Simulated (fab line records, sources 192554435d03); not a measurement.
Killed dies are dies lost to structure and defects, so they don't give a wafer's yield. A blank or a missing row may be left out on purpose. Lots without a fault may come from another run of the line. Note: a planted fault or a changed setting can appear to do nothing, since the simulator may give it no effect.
Code-filled problem report in 8D (eight disciplines) form || flow n5 finfet || the parts of the form that need people (team, actions taken, sign-off) are left out

1. THE ISSUE
At N5_BEOL_M1_OCD_MEAS_38, trench depth nm averages 46.1 nm over 3 wafers from 2 lots, while fault-free wafers read 55.0 nm, standard deviation 1.4. Relative to the usual mean, that is a shift of -6.4 standard deviations.
First observed at day 10 04:46: wafer L459.2, on ocd-01. The record has a number at this step for 27 wafers belonging to 9 lots. By rule, "out" or "out of limits" means more than 4 standard deviations away from the usual mean. Any other wafer with a number is counted as sound.

2. WHAT THIS IS AND IS NOT
{"question": "which readings at this step", "is": "trench depth nm", "is not": "-"}
{"question": "which lots", "is": "L459, L460", "is not": "L447, L450, L452, L453, L454, L457, L466"}
{"question": "which wafers of those lots", "is": "L459.2, L459.5, L460.6", "is not": "L459.3, L460.3, L460.4"}
{"question": "read on which gauges", "is": "ocd-01, ocd-02", "is not": "-"}
{"question": "when", "is": "from day 10 04:46", "is not": "up to then (19 sound wafers); but 5 sound wafers of L460, L466 came after"}

3. WHAT RULES OUT EACH SUSPECT
Counting: any tool at a process step up to the reading remains a suspect provided it ran every lot that is out. Sound lots after the first of them don't rule it out here, since some wafers of a struck lot are sound.
- ruled out: the gauge at N5_BEOL_M1_OCD_MEAS_38. The wafers that are out were read on 2 gauges (ocd-01, ocd-02).
- rie diel-02 at N5_BEOL_M1_STRIP_36 (strips in N2/H2): kept. It ran every lot that is out, first L459 (day 10 04:34); its last sound lot up to then is L457 (day 9 20:17).
- rie diel-02 at N5_BEOL_M1_TRENCH_ETCH_37 (etches SiOC in C4F6/O2, target depth 55.207 nm, time 29 s): kept. It ran every lot that is out, first L459 (day 10 04:36); its last sound lot up to then is L457 (day 9 20:19).
- rie diel-02 at N5_BEOL_M1_STRIP_97 (strips in N2/H2, time 10 s): kept. It ran every lot that is out, first L459 (day 10 04:46); its last sound lot up to then is L457 (day 9 20:29). N5_BEOL_M1_STRIP_97 gives no start for some lots, so the hours and the order of its lots are those of N5_BEOL_M1_OCD_MEAS_38.
The count leaves rie diel-02 at N5_BEOL_M1_STRIP_36, rie diel-02 at N5_BEOL_M1_TRENCH_ETCH_37, and rie diel-02 at N5_BEOL_M1_STRIP_97.

4. THE CAUSE (what the simulator had put in)
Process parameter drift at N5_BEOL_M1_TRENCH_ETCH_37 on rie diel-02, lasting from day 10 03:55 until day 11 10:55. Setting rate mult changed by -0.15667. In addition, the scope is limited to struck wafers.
This tool is one of the 3 suspects left after counting.

5. SEQUENCE OF EFFECTS, ordered by route
Each row: a reading whose mean over the struck wafers that have a number lies more than 3 standard deviations from the usual. Only readings for which the record gives a usual standard deviation are gone through. hours: the time from each lot's start at the first step in this table that gives one to its start at this step, as a median over the lots. sigmas: the change in usual standard deviations.
{"hours": 0, "step": "N5_BEOL_M1_OCD_MEAS_38", "reading": "trench depth nm", "usual": "55.0 nm", "on struck wafers": 46.1, "change": -8.9, "sigmas": -6.4}
Later measuring or inspecting steps at which every struck wafer that the step has a row for has a number for every such reading, and none has moved that far: N5_BEOL_M4_RC_MEAS_101.

6. WHAT WOULD HAVE CAUGHT IT SOONER
In this record the first reading out of limits at a measuring or inspecting step was taken at day 10 04:46, 1 hour after the fault began at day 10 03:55.
Tool readings at N5_BEOL_M1_TRENCH_ETCH_37 with a usual standard deviation given in the record: none out on any struck wafer, hence no alarm at a limit of 4 standard deviations on them.
Among the 2 lots that are out, L460 began N5_BEOL_M1_TRENCH_ETCH_37 on rie diel-02 after day 10 04:46. Holding the tool at that time would have saved it.
